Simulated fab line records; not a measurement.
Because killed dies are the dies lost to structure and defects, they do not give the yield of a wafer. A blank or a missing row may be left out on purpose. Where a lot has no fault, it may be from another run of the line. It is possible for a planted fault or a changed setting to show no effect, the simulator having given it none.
Split-lot study || flow n5-finfet || 21 wafers read from 7 lots, route of 1938 steps

== THE SPLIT ITSELF ==
At N5_FIN_SAQP_ETCH_64 (etches SiO2 in CF4, target depth 1.5 nm), the setting bias-w was moved away from the recipe's 400 W on 8 of the 21 wafers read, by -12.4% to +16.2%. This setting was run at the recipe's value on the other wafers.

Reading taken at the split's own step.

== THE READING ==
etch.depth-nm (the simulator's own value, which no gauge read), in nm, at N5_FIN_SAQP_ETCH_64 (etches SiO2 in CF4, target depth 1.5 nm). No usual value for it is given in the file. The 13 wafers here that ran the recipe average 1.502 nm, standard deviation 0.029 nm.

{"wafer": "L076.1", "tool, chamber at the split": "rie-si-05, 2", "bias-w as run, W": 400, "against the recipe": "recipe", "etch.depth-nm, nm": 1.498, "against lot-mates on the recipe": "-"}
{"wafer": "L076.4", "tool, chamber at the split": "rie-si-05, 1", "bias-w as run, W": 400, "against the recipe": "recipe", "etch.depth-nm, nm": 1.544, "against lot-mates on the recipe": "-"}
{"wafer": "L076.6", "tool, chamber at the split": "rie-si-05, 2", "bias-w as run, W": 400, "against the recipe": "recipe", "etch.depth-nm, nm": 1.511, "against lot-mates on the recipe": "-"}
{"wafer": "L077.2", "tool, chamber at the split": "rie-si-01, 2", "bias-w as run, W": 400, "against the recipe": "recipe", "etch.depth-nm, nm": 1.509, "against lot-mates on the recipe": "-"}
{"wafer": "L077.3", "tool, chamber at the split": "rie-si-01, 3", "bias-w as run, W": 400, "against the recipe": "recipe", "etch.depth-nm, nm": 1.494, "against lot-mates on the recipe": "-"}
{"wafer": "L077.6", "tool, chamber at the split": "rie-si-01, 3", "bias-w as run, W": 400, "against the recipe": "recipe", "etch.depth-nm, nm": 1.503, "against lot-mates on the recipe": "-"}
{"wafer": "L082.1", "tool, chamber at the split": "rie-si-01, 3", "bias-w as run, W": 435.1, "against the recipe": "+8.8%", "etch.depth-nm, nm": 1.566, "against lot-mates on the recipe": "+0.134"}
{"wafer": "L082.4", "tool, chamber at the split": "rie-si-01, 0", "bias-w as run, W": 400, "against the recipe": "recipe", "etch.depth-nm, nm": 1.432, "against lot-mates on the recipe": "-"}
{"wafer": "L082.5", "tool, chamber at the split": "rie-si-01, 2", "bias-w as run, W": 435.1, "against the recipe": "+8.8%", "etch.depth-nm, nm": 1.551, "against lot-mates on the recipe": "+0.119"}
{"wafer": "L086.2", "tool, chamber at the split": "rie-si-01, 3", "bias-w as run, W": 400, "against the recipe": "recipe", "etch.depth-nm, nm": 1.522, "against lot-mates on the recipe": "-"}
{"wafer": "L086.3", "tool, chamber at the split": "rie-si-01, 2", "bias-w as run, W": 350.4, "against the recipe": "-12.4%", "etch.depth-nm, nm": 1.449, "against lot-mates on the recipe": -0.073}
{"wafer": "L086.6", "tool, chamber at the split": "rie-si-01, 1", "bias-w as run, W": 350.4, "against the recipe": "-12.4%", "etch.depth-nm, nm": 1.436, "against lot-mates on the recipe": -0.086}
{"wafer": "L093.1", "tool, chamber at the split": "rie-si-03, 0", "bias-w as run, W": 400, "against the recipe": "recipe", "etch.depth-nm, nm": 1.485, "against lot-mates on the recipe": "-"}
{"wafer": "L093.2", "tool, chamber at the split": "rie-si-03, 1", "bias-w as run, W": 400, "against the recipe": "recipe", "etch.depth-nm, nm": 1.494, "against lot-mates on the recipe": "-"}
{"wafer": "L093.6", "tool, chamber at the split": "rie-si-03, 0", "bias-w as run, W": 400, "against the recipe": "recipe", "etch.depth-nm, nm": 1.483, "against lot-mates on the recipe": "-"}
{"wafer": "L094.1", "tool, chamber at the split": "rie-si-03, 0", "bias-w as run, W": 400, "against the recipe": "recipe", "etch.depth-nm, nm": 1.493, "against lot-mates on the recipe": "-"}
{"wafer": "L094.3", "tool, chamber at the split": "rie-si-03, 1", "bias-w as run, W": 464.8, "against the recipe": "+16.2%", "etch.depth-nm, nm": 1.579, "against lot-mates on the recipe": "+0.086"}
{"wafer": "L094.6", "tool, chamber at the split": "rie-si-03, 2", "bias-w as run, W": 464.8, "against the recipe": "+16.2%", "etch.depth-nm, nm": 1.574, "against lot-mates on the recipe": "+0.081"}
{"wafer": "L097.2", "tool, chamber at the split": "rie-si-05, 1", "bias-w as run, W": 350.4, "against the recipe": "-12.4%", "etch.depth-nm, nm": 1.52, "against lot-mates on the recipe": -0.033}
{"wafer": "L097.3", "tool, chamber at the split": "rie-si-05, 3", "bias-w as run, W": 400, "against the recipe": "recipe", "etch.depth-nm, nm": 1.553, "against lot-mates on the recipe": "-"}
{"wafer": "L097.5", "tool, chamber at the split": "rie-si-05, 2", "bias-w as run, W": 350.4, "against the recipe": "-12.4%", "etch.depth-nm, nm": 1.469, "against lot-mates on the recipe": -0.084}

FIT RESULTS
A straight line over all 21 wafers: etch.depth-nm changes by +0.00391 nm for each +1% of bias-w; r = +0.74; the points scatter about the line by 0.029 nm.
The same after taking each lot's own level away (the mean of its wafers on the recipe; 21 wafers): +0.00645 nm for each +1%; r = +0.89; scatter 0.027 nm.
That fit puts the effect of the largest move of bias-w on the reading at 0.1 nm.
From 1.4320 to 1.5530 nm: that is the span of the lots' own levels, equal to 4.2 times the standard deviation above.
So the lot-to-lot level blurs the effect unless lot-mates are compared.
Check: for one of the wafers moved furthest among these (+16.2%), held out of the fit, the line's prediction against its lot-mates is +0.12 nm. It came out at +0.086 nm against them.

== OTHER SPLITS ON THESE WAFERS ==
Before the reading, these wafers also passed through other splits. Each is held against what the fit with the lots' levels taken away leaves over:
{"other split on the same wafers": "N5_ZERO_LAYER_EXPOSE_08 dose-mj", "wafers away from the commonest value": 8, "r with etch.depth-nm (lot level and that fit taken away)": -0.13}
{"other split on the same wafers": "N5_ZERO_LAYER_DESCUM_16 time-s", "wafers away from the commonest value": 6, "r with etch.depth-nm (lot level and that fit taken away)": -0.20}
{"other split on the same wafers": "N5_WELL_APT_EXPOSE_22 dose-mj", "wafers away from the commonest value": 3, "r with etch.depth-nm (lot level and that fit taken away)": "+0.26"}
{"other split on the same wafers": "N5_WELL_APT_PEB_23 peb-time-s", "wafers away from the commonest value": 6, "r with etch.depth-nm (lot level and that fit taken away)": -0.19}
{"other split on the same wafers": "N5_FIN_SAQP_ETCH_65 time-s", "wafers away from the commonest value": 8, "r with etch.depth-nm (lot level and that fit taken away)": -0.23}

== FILE'S OWN FIT ==
etch.depth-nm changes by +0.00644 nm for each +1% of bias-w, r = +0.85.
